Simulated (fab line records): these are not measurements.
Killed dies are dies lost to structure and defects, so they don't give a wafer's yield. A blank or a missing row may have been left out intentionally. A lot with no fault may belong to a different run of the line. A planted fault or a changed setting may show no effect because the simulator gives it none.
Which of the tools did it? -- flow nand_harc -- 6 lots, 18 wafers sampled, at 5 steps of a route of 1302

== WHAT THE GAUGES SHOWED, per wafer ==
NHARC_END_SORT_01.
lot,measured,on,defect_limited_yield (%)
L552,day 27 10:08,prober-02,0 0 0
L559,day 31 04:09,prober-01,90.0 90.0 88.5
L563,day 31 12:09,prober-02,88.9 89.5 92.2
L565,day 32 23:26,prober-02,85.7 88.6 90.0

== TOOL THAT RAN EACH LOT (tool first, then ch and the chambers of the sampled wafers, then the start) ==
lot,NHARC_A_BLC_ALD_23,NHARC_A_M0_DESCUM_14,NHARC_A_M0_ANNEAL_30,NHARC_A_M1_DEP_00
L547,"ald_metal-02 ch 0,1, day 23 16:32","rie_diel-02 ch 0,1,3, day 23 18:49","rtp_anneal-02 ch 0, day 23 20:34","pecvd-01 ch 0,1,2, day 23 21:50"
L552,"ald_metal-04 ch 0,1, day 25 16:38","rie_diel-11 ch 0,2, day 25 18:50","rtp_anneal-02 ch 0, day 25 20:32","pecvd-03 ch 0,2, day 25 21:58"
L559,"ald_metal-04 ch 1,2,3, day 29 11:22","rie_diel-02 ch 0,3, day 29 13:35","rtp_anneal-01 ch 0, day 29 15:24","pecvd-01 ch 0,1, day 29 16:41"
L563,"ald_metal-04 ch 1,2,3, day 29 14:08","rie_diel-03 ch 2,3, day 29 16:25","rtp_anneal-02 ch 0, day 29 18:23","pecvd-02 ch 0,2, day 29 19:45"
L565,"ald_metal-02 ch 0,1,2, day 30 13:13","rie_diel-03 ch 2,3, day 30 15:22","rtp_anneal-01 ch 0, day 30 17:11","pecvd-03 ch 0,1,2, day 30 18:33"
L567,"ald_metal-03 ch 1,2, day 32 12:53","rie_diel-11 ch 0,1,2, day 32 15:00","rtp_anneal-02 ch 0, day 32 16:43","pecvd-01 ch 0,1, day 32 18:08"
- NHARC_A_BLC_ALD_23: deposits TiN, target thk 3 nm, pulse time 1 s, ald cycles 150.
- NHARC_A_M0_DESCUM_14: chemistry O2, time 3 s.
- NHARC_A_M0_ANNEAL_30: time 90 s.
- NHARC_A_M1_DEP_00: deposits SiOC, target thk 182.5 nm.

== THE ANSWER, worked out from the rows above alone ==
Rule: the lots themselves supply what counts as usual. The widest of any qualifying gaps counts: lots, ordered by their means at a reading, are off when they make up no more than a third of the lots, leave a main group of 4 or more, and stand apart from it by 3 or more times the standard deviation of that group's means. If all means in a main group match to the digits the tables above print for the reading, that group is not used. A lot without any number at a reading at which 4 lots or more have one is off too. Where the step has rows for the other lots, those lots are counted as sound.
Across all readings shown, no lot is off: no conclusion can be drawn from this.

== WHAT THE SIMULATOR PUT IN ==
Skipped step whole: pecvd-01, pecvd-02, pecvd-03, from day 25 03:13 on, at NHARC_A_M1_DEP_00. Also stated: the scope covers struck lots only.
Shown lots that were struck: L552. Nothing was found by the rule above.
